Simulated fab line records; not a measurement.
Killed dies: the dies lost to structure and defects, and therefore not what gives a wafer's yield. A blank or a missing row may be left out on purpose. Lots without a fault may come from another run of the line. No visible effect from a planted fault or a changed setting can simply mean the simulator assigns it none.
A lot that was struck, set against a sound lot    flow nand harc    14 out of 1302 route steps
Sound: wafers L200.1, L200.2, L200.3. Struck: wafers L212.4, L212.6. (L212.3 of the same lot was not struck and is left out.) The cause comes at the end.
Order at every step that has rows: each side's tool, ch and its chambers, its first start. Under that, the readings that differ: sound wafers    struck wafers    difference of the means    sigmas: that difference in standard deviations of wafers without a fault.
alike: readings with means less than 2 such deviations apart, plus words and numbers identical on both sides. not compared: withheld readings, readings lacking a value on some wafer, bounds such as >300 that could conceal the same value, and numbers that have no deviation in the record and whose values overlap.
Wherever a step has rows on one side only, a row that says differs or no value, or a row with sigmas, the two part there. Non-overlapping numbers with no deviation appear without sigmas and do not part them. Lack of a reading on every wafer of one side parts them only where that side has two or more wafers.

first, 1 step without rows for these wafers: NHARC_A_CONTACT_DEVELOP_07 (develop time 35 s).
NHARC_A_CONTACT_CD_MEAS_08 targets a cd of 200 nm.
  sound on cd sem-01 ch 0, day 23 20:55; struck on cd sem-02 ch 0, day 29 09:01
  alike: cd nm
NHARC_A_CONTACT_OVL_MEAS_09:
  sound on overlay-02 at day 23 21:01; struck on overlay-02 at day 29 09:07
  alike: overlay x nm, overlay y nm
NHARC_A_CONTACT_INSPECT_10:
  sound on defect inspect-01 at day 23 21:03; struck on defect inspect-01 at day 29 09:09
  alike: raw defect count
NHARC_A_CONTACT_DESCUM_13: chemistry O2, time 3 s.
  sound on rie diel-03 ch 0,1,2, day 23 21:07; struck on rie diel-03 ch 0,1, day 29 09:13
  alike: drypump motor current A, oes product au, rf vpp V, showerhead plenum p Torr, throttle valve pct
  not compared: rf hours counter h
NHARC_A_CONTACT_ETCH_88: etches the open film in CF4, target depth 39 nm, time 65 s.
  sound on rie diel-03 ch 1,2,3, day 23 21:11; struck on rie diel-03 ch 1,3, day 29 09:18
  alike: drypump motor current A, oes product au, rf vpp V, run length s, showerhead plenum p Torr, throttle valve pct
  not compared: rf hours counter h
then, 1 step without rows for these wafers: NHARC_A_CONTACT_ETCH_89 (etches the open film in N2/H2, target depth 260 nm, time 475.3 s).
NHARC_A_CONTACT_ETCH_30: etches the open film in CF4/CHF3, target depth 72.6 nm, time 36.3 s.
  sound: rie diel-03 ch 1,2,3; struck: rie diel-03 ch 1,3
  alike: drypump motor current A, oes product au, rf vpp V, run length s, showerhead plenum p Torr, throttle valve pct
  not compared: rf hours counter h
then, 1 step without rows for these wafers: NHARC_A_CONTACT_ETCH_31 (etches the open film in O2/COS, target depth 2800 nm, time 728 s).
NHARC_A_CONTACT_ETCH_134: etches the open film in C4F8/O2/Ar, time 140 s, target depth 700 nm.
  sound on har cap etch-01 ch 0,1, day 23 22:14; struck on har cap etch-01 ch 1, day 29 10:24
  alike: run length s
  not compared: rf hours counter h
then, 2 steps without rows for these wafers: NHARC_A_CONTACT_ETCH_135 (etches the open film in C4F8/O2/Ar, time 311 s, target depth 1912 nm); NHARC_A_CONTACT_ETCH_136 (etches the open film in C4F8/O2/Ar, time 311 s, target depth 1912 nm).
NHARC_A_CONTACT_ETCH_137: etches the open film in C4F8/O2/Ar, time 311 s, target depth 1912 nm.
  sound on har cap etch-01 ch 0,1, day 23 22:59; struck on har cap etch-01 ch 1, day 29 11:11
reading           sound        struck         difference  sigmas
run length s (s)  311 311 311  377.47 377.47  +66.47      
  not compared: rf hours counter h
NHARC_A_CONTACT_ETCH_138: etches the open film in C4F8/O2/Ar, time 311 s, target depth 1914 nm.
  sound on har cap etch-01 ch 0,1, day 23 23:15; struck on har cap etch-01 ch 1, day 29 11:27
  not compared: rf hours counter h, run length s

## WHERE THEY PART
Nowhere in this record.

WHY: whatever the simulator had introduced
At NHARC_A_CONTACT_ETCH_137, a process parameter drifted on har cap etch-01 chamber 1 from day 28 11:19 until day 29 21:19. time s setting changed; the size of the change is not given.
